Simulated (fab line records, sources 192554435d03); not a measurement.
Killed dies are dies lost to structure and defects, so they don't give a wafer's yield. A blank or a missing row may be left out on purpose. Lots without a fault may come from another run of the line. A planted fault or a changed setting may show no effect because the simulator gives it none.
fab line records | flow n5_finfet
record lots=10 wafers=29 last_day=16
route steps=1938 shown BEOL_M5@1129 PASSIVATION@1936
lots that met no fault: from a run of the same line without faults
start_h: hours from the record's first day to the start of the lot's first wafer shown | wait_h: hours since the lot's step before | " the same as in the row above | L1.1+2: a row that stands for several wafers | - no value, or no start given | * or withheld: withheld | < > ~ a bound
route shown NAME@n: a module of which the file shows steps, and the number in the route of the first | usual: mean/standard deviation of fault-free wafers | same: alike in all rows | chamber/n: place in a boat | sites: the reading at each site | _std_site: their standard deviation | _edge_site: outer sites' mean less inner sites' | radius_mm: how far each site lies from the wafer's centre | mask NAME#n: copy n | behind: the tool/chamber that last shaped the wafer | hold: why the lot was held/for how many hours/how that ended | device: the transistor (n, p or np) that didn't switch | end of line: the same wafers' tests at the end of the route | a step without rows: its recipe alone | killed: dies lost to structure and defects at the first sort, not the wafer's yield | map: a wafer's dies, x killed, . not, _ none there
set.NAME: the setting as run; set.NAME@STEP: as run at that earlier step | model.NAME: the simulator's own value behind a step, which no gauge read
steps of the route over a sample of lots; a table a step, a row a wafer
services: from which hour (start_h, from the record's first day; less than 0 if before it) a tool's chamber was out of use, for how many hours, and why
## steps
# step N5_BEOL_M5_DESCUM_16
# recipe chemistry=O2 time_s=7 source_power_w=50 bias_power_w=20 pressure_mtorr=20 rf_frequency_hz=2.712e+07 temp_c=40 resist=CAR-EUV o2_flow_sccm=225
# usual drypump_motor_current_A=5.6/0.37 oes_product_au=0.81/0.082 rf_vpp_V=243.5/1.2 showerhead_plenum_p_Torr=2.12/0.049 throttle_valve_pct=20.41/0.19
# columns lot.wafer tool chamber start_h wait_h drypump_motor_current_A oes_product_au rf_hours_counter_h rf_vpp_V showerhead_plenum_p_Torr throttle_valve_pct
L874.1 rie_diel-05 2 178.02 0.0 5.5 0.91 36 244.4 2.15 20.44
L874.3 " 1 " " 5.6 0.76 150 243.2 2.11 20.51
L874.6 " 3 " " 5.6 0.91 - 243.0 2.06 20.34
L877.1 rie_diel-02 2 198.87 0.0 5.6 0.75 165 242.8 2.10 20.34
L877.3 " 0 " " 5.4 0.98 3 247.2 2.23 19.97
L877.6 " 2 " " 5.6 0.75 - 242.3 2.10 20.33
L881.1 rie_diel-05 2 221.75 0.4 5.5 0.88 52 244.7 2.15 20.47
L881.4 " 1 " " 5.6 0.74 - 242.4 2.11 20.52
L881.5 " 2 " " 5.5 0.88 - 245.4 2.15 20.48
L883.1 rie_diel-02 0 228.63 0.1 5.4 0.94 14 244.7 2.22 19.98
L883.5 " 2 " " 5.6 0.74 - 243.9 2.10 20.35
L883.6 " 3 " " 5.2 0.70 - 242.9 2.17 20.63
L885.5 rie_diel-05 0 237.00 0.0 6.2 0.72 - 245.1 2.15 20.64
L885.6 " 3 " " 5.6 0.88 - 243.1 2.06 20.37
L886.1 rie_diel-05 1 255.43 0.0 5.6 0.74 177 242.4 2.10 20.55
L886.3 " 3 " " 5.6 0.87 39 243.1 2.06 20.38
L886.4 " 2 " " 5.5 0.87 63 244.3 2.14 20.49
L887.2 rie_diel-02 3 259.07 0.2 5.2 0.70 194 244.1 2.16 20.64
L887.3 " 0 " " 5.3 0.92 24 244.0 2.22 19.99
L887.5 " 0 " " 5.4 0.92 - 246.1 2.22 20.02
L888.1 rie_diel-05 0 271.88 0.1 6.2 0.71 200 244.3 2.15 20.63
L888.4 " 3 " " 5.6 0.86 44 241.8 2.06 20.38
L888.5 " 1 " " 5.6 0.73 - 242.4 2.10 20.56
L891.3 rie_diel-04 2 272.33 0.3 6.4 0.84 76 243.4 2.12 20.54
L891.4 " 1 " " 5.4 0.89 38 240.8 2.02 20.14
L891.6 " 1 " " 5.4 0.90 - 243.3 2.02 20.16
L890.1 rie_diel-02 2 281.81 0.6 5.6 0.74 187 241.5 2.10 20.35
L890.3 " 3 " " 5.2 0.69 199 243.0 2.16 20.67
L890.5 " 2 " " 5.6 0.73 - 243.8 2.10 20.36
# step N5_BEOL_M5_ETCH_68
# recipe chemistry=N2/H2 target=SOC target_depth_a=800 overetch_a=160 mask_material=SiARC temp_c=40 time_s=120 ion_energy_ev=200 pressure_mtorr=30 source_w=840 bias_w=150 n2_flow_sccm=200 h2_flow_sccm=200
# usual bias_w=150.0/0.42 drypump_motor_current_A=5.7/0.4 oes_product_au=0.63/0.056 rf_vpp_V=524.4/1.7 showerhead_plenum_p_Torr=2.57/0.068 throttle_valve_pct=17.80/0.24
# columns lot.wafer tool chamber start_h wait_h bias_w drypump_motor_current_A oes_product_au rf_hours_counter_h rf_vpp_V showerhead_plenum_p_Torr throttle_valve_pct
L874.1 rie_diel-04 2 179.02 0.0 150.3 6.4 0.67 47 524.8 2.60 18.00
L874.3 " 3 " " 150.0 5.7 0.67 37 524.7 2.61 17.95
L874.6 " 0 " " 149.4 5.9 0.59 - 521.9 2.54 17.59
L877.1 rie_diel-02 2 201.63 0.0 149.7 5.6 0.57 166 521.6 2.53 17.52
L877.3 " 3 " " 149.6 5.2 0.55 176 527.3 2.65 18.17
L877.6 " 3 " " 149.4 5.2 0.55 - 528.0 2.65 18.17
L881.1 rie_diel-04 1 222.70 0.0 149.6 5.4 0.69 23 523.3 2.49 17.69
L881.4 " 0 " " 150.2 5.9 0.58 150 523.2 2.53 17.62
L881.5 " 0 " " 150.4 5.9 0.58 - 524.2 2.53 17.61
L883.1 rie_diel-04 2 229.74 0.0 149.3 6.4 0.65 62 525.8 2.59 18.02
L883.5 " 2 " " 149.5 6.4 0.65 - 524.9 2.59 18.04
L883.6 " 3 " " 150.5 5.7 0.65 - 524.1 2.61 17.98
L885.5 rie_diel-05 1 238.14 0.0 149.9 5.6 0.56 - 522.9 2.52 17.68
L885.6 " 2 " " 150.5 5.5 0.66 - 525.0 2.59 17.70
L886.1 rie_diel-02 3 257.02 0.0 150.0 5.2 0.54 193 524.7 2.65 18.21
L886.3 " 1 " " 150.2 4.9 0.71 15 525.4 2.59 17.47
L886.4 " 0 " " 149.8 5.4 0.70 - 527.6 2.73 17.63
L887.2 rie_diel-05 2 261.83 0.0 150.0 5.5 0.66 65 524.9 2.59 17.74
L887.3 " 3 " " 150.1 5.6 0.66 41 522.3 2.46 17.40
L887.5 " 2 " " 149.7 5.5 0.66 - 524.2 2.59 17.72
L888.1 rie_diel-04 3 273.24 0.0 150.8 5.7 0.64 65 525.2 2.60 18.01
L888.4 " 2 " " 162.9 6.4 0.64 76 554.5 2.59 18.04
L888.5 " 0 " " 149.6 5.9 0.57 - 524.1 2.52 17.63
L891.3 rie_diel-05 0 273.84 0.0 149.7 6.2 0.55 201 525.3 2.63 18.20
L891.4 " 2 " " 149.5 5.5 0.65 70 525.7 2.59 17.73
L891.6 " 2 " " 150.2 5.5 0.66 - 524.9 2.59 17.72
L890.1 rie_diel-04 1 283.21 0.0 149.7 5.3 0.66 42 520.6 2.48 17.72
L890.3 " 2 " " 163.0 6.4 0.63 80 553.7 2.58 18.06
L890.5 " 2 " " 163.5 6.4 0.63 - 554.1 2.58 18.05
# step N5_BEOL_M5_TRENCH_ETCH_37
# recipe chemistry=C4F6/O2 target_depth_a=716.52 target=SiCOH_lowk time_s=24.7 ion_energy_ev=250 pressure_mtorr=30 source_w=345 bias_w=185 Ar_flow_sccm=300 C4F6_flow_sccm=10 O2_flow_sccm=10
# usual bias_w=185.1/0.5 drypump_motor_current_A=5.7/0.4 oes_product_au=0.82/0.077 rf_vpp_V=669/7.9 showerhead_plenum_p_Torr=2.87/0.064 throttle_valve_pct=20.88/0.22
# columns lot.wafer tool chamber start_h wait_h bias_w drypump_motor_current_A oes_product_au rf_hours_counter_h rf_vpp_V showerhead_plenum_p_Torr throttle_valve_pct
L874.1 rie_diel-04 2 - - 185.5 6.4 0.88 47 673 2.90 21.03
L874.3 " 3 " " 185.5 5.7 0.87 37 682 2.91 21.06
L874.6 " 0 " " 185.2 5.9 0.77 - 657 2.87 20.82
L877.1 rie_diel-02 2 - - 185.2 5.6 0.73 166 660 2.83 20.62
L877.3 " 3 " " 184.7 5.2 0.70 176 678 2.96 21.19
L877.6 " 3 " " 185.1 5.2 0.71 - 677 2.96 21.18
L881.1 rie_diel-04 1 - - 185.2 5.3 0.92 23 672 2.77 20.64
L881.4 " 0 " " 185.2 5.9 0.75 150 656 2.86 20.85
L881.5 " 0 " " 185.1 5.9 0.76 - 658 2.86 20.84
L883.1 rie_diel-04 2 - - 184.9 6.4 0.86 62 673 2.89 21.04
L883.5 " 2 " " 185.2 6.4 0.86 - 674 2.89 21.03
L883.6 " 3 " " 185.8 5.7 0.85 - 680 2.90 21.07
L885.5 rie_diel-05 1 - - 184.6 5.6 0.74 - 662 2.85 20.97
L885.6 " 2 " " 185.3 5.5 0.85 - 665 2.88 20.75
L886.1 rie_diel-02 3 - - 184.9 5.2 0.69 194 676 2.95 21.22
L886.3 " 1 " " 185.7 4.9 0.91 15 659 2.90 20.58
L886.4 " 0 " " 185.2 5.3 0.91 - 670 3.01 20.51
L887.2 rie_diel-05 2 - - 185.4 5.5 0.85 65 663 2.87 20.75
L887.3 " 3 " " 184.3 5.6 0.86 41 666 2.80 20.85
L887.5 " 2 " " 185.2 5.5 0.86 - 664 2.87 20.77
L888.1 rie_diel-04 3 - - 184.4 5.7 0.83 65 682 2.90 21.10
L888.4 " 2 " " 185.3 6.4 0.84 76 673 2.89 21.05
L888.5 " 0 " " 185.6 5.9 0.74 - 657 2.85 20.86
L891.3 rie_diel-05 0 - - 185.4 6.2 0.71 201 671 2.94 21.26
L891.4 " 2 " " 184.5 5.5 0.85 70 662 2.87 20.77
L891.6 " 2 " " 183.8 5.5 0.85 - 664 2.87 20.75
L890.1 rie_diel-04 1 - - 184.3 5.4 0.87 42 671 2.76 20.69
L890.3 " 2 " " 184.5 6.4 0.84 80 673 2.89 21.06
L890.5 " 2 " " 184.8 6.4 0.84 - 673 2.89 21.05
# step N5_BEOL_M5_STRIP_91
# recipe chemistry=N2/H2 time_s=10 power_w=450 temp_c=40 pressure_mtorr=20 rf_frequency_hz=6e+07 bias_power_w=7 n2_flow_sccm=200 h2_flow_sccm=200
# usual drypump_motor_current_A=5.7/0.4 oes_product_au=0.82/0.078 rf_vpp_V=59.2/0.8 showerhead_plenum_p_Torr=2.57/0.068 throttle_valve_pct=23.7/0.32
# columns lot.wafer tool chamber start_h wait_h drypump_motor_current_A oes_product_au rf_hours_counter_h rf_vpp_V showerhead_plenum_p_Torr throttle_valve_pct
L874.1 rie_diel-04 2 - - 6.4 0.87 47 60.5 2.59 24.0
L874.3 " 3 " " 5.7 0.87 37 58.6 2.61 23.9
L874.6 " 0 " " 5.9 0.77 - 58.7 2.53 23.3
L877.1 rie_diel-02 2 - - 5.6 0.74 166 57.7 2.52 23.2
L877.3 " 3 " " 5.2 0.71 177 59.4 2.65 24.1
L877.6 " 3 " " 5.2 0.71 - 58.5 2.65 24.1
L881.1 rie_diel-04 1 - - 5.4 0.92 23 57.6 2.48 23.7
L881.4 " 0 " " 5.9 0.77 150 57.3 2.53 23.3
L881.5 " 0 " " 5.9 0.76 - 59.1 2.53 23.3
L883.1 rie_diel-04 2 - - 6.4 0.85 62 60.1 2.59 24.1
L883.5 " 2 " " 6.4 0.86 - 58.9 2.59 24.1
L883.6 " 3 " " 5.7 0.86 - 58.5 2.60 23.9
L885.5 rie_diel-05 1 - - 5.6 0.74 - 59.2 2.52 23.5
L885.6 " 2 " " 5.5 0.87 - 59.9 2.59 23.5
L886.1 rie_diel-02 3 - - 5.2 0.70 194 58.7 2.64 24.1
L886.3 " 1 " " 4.9 0.94 15 58.7 2.59 23.3
L886.4 " 0 " " 5.4 0.92 - 59.6 2.73 23.6
L887.2 rie_diel-05 2 - - 5.5 0.87 65 58.9 2.58 23.5
L887.3 " 3 " " 5.6 0.87 41 59.1 2.46 23.1
L887.5 " 2 " " 5.5 0.87 - 59.8 2.58 23.5
L888.1 rie_diel-04 3 - - 5.7 0.83 65 60.1 2.60 23.9
L888.4 " 2 " " 6.4 0.83 76 59.4 2.58 24.1
L888.5 " 0 " " 5.9 0.74 - 59.4 2.52 23.3
L891.3 rie_diel-05 0 - - 6.2 0.71 201 58.9 2.63 24.1
L891.4 " 2 " " 5.5 0.86 70 60.1 2.58 23.5
L891.6 " 2 " " 5.5 0.86 - 59.2 2.58 23.5
L890.1 rie_diel-04 1 - - 5.4 0.87 42 58.6 2.47 23.7
L890.3 " 2 " " 6.4 0.81 80 58.0 2.58 24.1
L890.5 " 2 " " 6.4 0.82 - 58.0 2.58 24.1
# step N5_PASSIVATION_PROBE_49
# usual defect_limited_yield=91.4/1.5 killed_at_M0_to_M3=34/10 killed_at_M4_up=15/6 killed_at_contacts=12/6 killed_at_front_end=37/11 killed_at_other=3.3/2.8 killed_dies=101/18 killed_open=66/14 killed_short=33/7.8 sort_bin_5_function=5.0/0.97 sort_bin_6_memory=3.2/0.72 sort_n_pass=1079/18 sort_yield_pct=91.4/1.5
# same gross_dies=1180 killed_at_back_side=0 sort_bin_4_leakage[%]=0 sort_bin_8_speed[%]=0
# columns lot.wafer tool chamber start_h wait_h defect_limited_yield[%] killed_at_M0_to_M3 killed_at_M4_up killed_at_contacts killed_at_front_end killed_at_other killed_dies killed_open killed_short sort_bin_5_function[%] sort_bin_6_memory[%] sort_n_pass sort_yield_pct[%]
L890.1 prober-01 - 385.66 0.0 93.6 22 11 6 33 4 76 52 20 3.6 2.3 1104 93.6
L890.3 prober-01 - 385.76 0.1 93.9 19 13 12 26 2 72 47 25 3.0 3.1 1108 93.9
L890.5 prober-01 - 385.86 0.2 92.0 24 13 8 47 2 94 67 24 4.6 2.8 1086 92.0
L888.1 prober-02 - 386.45 0.0 87.9 55 34 6 43 5 143 82 54 6.6 4.6 1037 87.9
L888.4 prober-02 - 386.60 0.2 91.1 47 20 4 31 3 105 66 37 5.1 3.5 1075 91.1
L888.5 prober-02 - 386.65 0.2 91.0 45 21 6 34 0 106 73 33 4.7 3.7 1074 91.0
# killed by level:class
L890.1 FIN_SAQP:geometric_particle:open=6 BEOL_M0_SAQP:geometric_particle:open=6 BEOL_M0_SAQP:geometric_particle:short=6 STI_FIN_REVEAL:geometric_particle:open=5 DUMMY_GATE:geometric_particle:open=5 MOL_CONTACT_COAG:geometric_particle:open=4 BEOL_M2:geometric_particle:open=4 HKMG_FIN:area_etch=4
L890.3 MOL_CONTACT_COAG:geometric_particle:open=8 STI_FIN_REVEAL:geometric_particle:open=7 BEOL_M0_SAQP:geometric_particle:open=6 FIN_SAQP:geometric_particle:short=5 FIN_SAQP:geometric_particle:open=4 MOL_CONTACT_COAG:geometric_particle:short=4 STI_FIN_REVEAL:geometric_particle:short=3 BEOL_M0:geometric_particle:open=3
L890.5 STI_FIN_REVEAL:geometric_particle:open=20 BEOL_M0_SAQP:geometric_particle:short=9 FIN_SAQP:geometric_particle:open=7 MOL_CONTACT_COAG:geometric_particle:open=7 BEOL_M0_SAQP:geometric_particle:open=5 BEOL_M3:geometric_particle:open=5 FIN_SAQP:geometric_particle:short=3 STI_FIN_REVEAL:geometric_particle:short=3
L888.1 BEOL_M0_SAQP:geometric_particle:short=16 BEOL_M2:geometric_particle:open=14 BEOL_M4:geometric_particle:open=14 BEOL_M0_SAQP:geometric_particle:open=12 FIN_SAQP:geometric_particle:short=9 FIN_SAQP:geometric_particle:open=6 ILD0:geometric_particle:open=5 BEOL_M4:geometric_particle:short=5
L888.4 BEOL_M2:geometric_particle:open=19 BEOL_M0_SAQP:geometric_particle:short=12 BEOL_M0_SAQP:geometric_particle:open=7 BEOL_M5:geometric_particle:open=7 FIN_SAQP:geometric_particle:short=6 DUMMY_GATE:geometric_particle:open=5 GATE_CUT:geometric_particle:open=4 BEOL_M2:geometric_particle:short=4
L888.5 BEOL_M0_SAQP:geometric_particle:open=12 BEOL_M0_SAQP:geometric_particle:short=11 BEOL_M2:geometric_particle:open=11 DUMMY_GATE:geometric_particle:open=9 FIN_SAQP:geometric_particle:short=7 FIN_SAQP:geometric_particle:open=7 BEOL_M4:geometric_particle:open=7 MOL_CONTACT_COAG:geometric_particle:open=5
## services
# columns tool chamber start_h hours kind
rie_diel-02 0 162.78 - clean
rie_diel-02 0 162.78 - consumable_replace:focus_ring
rie_diel-02 0 162.78 - consumable_replace:showerhead
rie_diel-02 0 162.78 20.6 scheduled_down
rie_diel-02 0 162.78 20.6 vent_cycle
rie_diel-02 - 174.67 14.6 pm
rie_diel-02 1 189.27 - clean
rie_diel-02 1 189.27 - consumable_replace:focus_ring
rie_diel-02 1 189.27 21.8 scheduled_down
rie_diel-02 1 189.27 21.8 vent_cycle
rie_diel-02 0 190.78 2.9 repair
rie_diel-02 3 201.95 4.0 repair
rie_diel-05 3 210.20 15.3 repair
rie_diel-02 3 264.08 11.4 repair
rie_diel-02 - 271.71 2.8 pm
## key
first_sign step=N5_BEOL_M5_ETCH_68 reading=bias_w direction=up sigmas=31 usual=* struck=*
effect step=N5_BEOL_M5_ETCH_68 reading=rf_vpp_V direction=up sigmas=17 usual=524.4 struck=554.1
met_at N5_BEOL_M5_ETCH_68
struck_lots L888,L890
struck_wafers L888.4,L890.3,L890.5
not_acting_at N5_BEOL_M5_DESCUM_16,N5_BEOL_M5_TRENCH_ETCH_37,N5_BEOL_M5_STRIP_91
onset_between 229.74 273.24
fault kind=process_parameter_drift tool=rie_diel-04 chamber=2 onset_h=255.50 steps=N5_BEOL_M5_ETCH_68 channel=bias_w offset=* shape=step end_h=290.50 acts_in=* stated=*
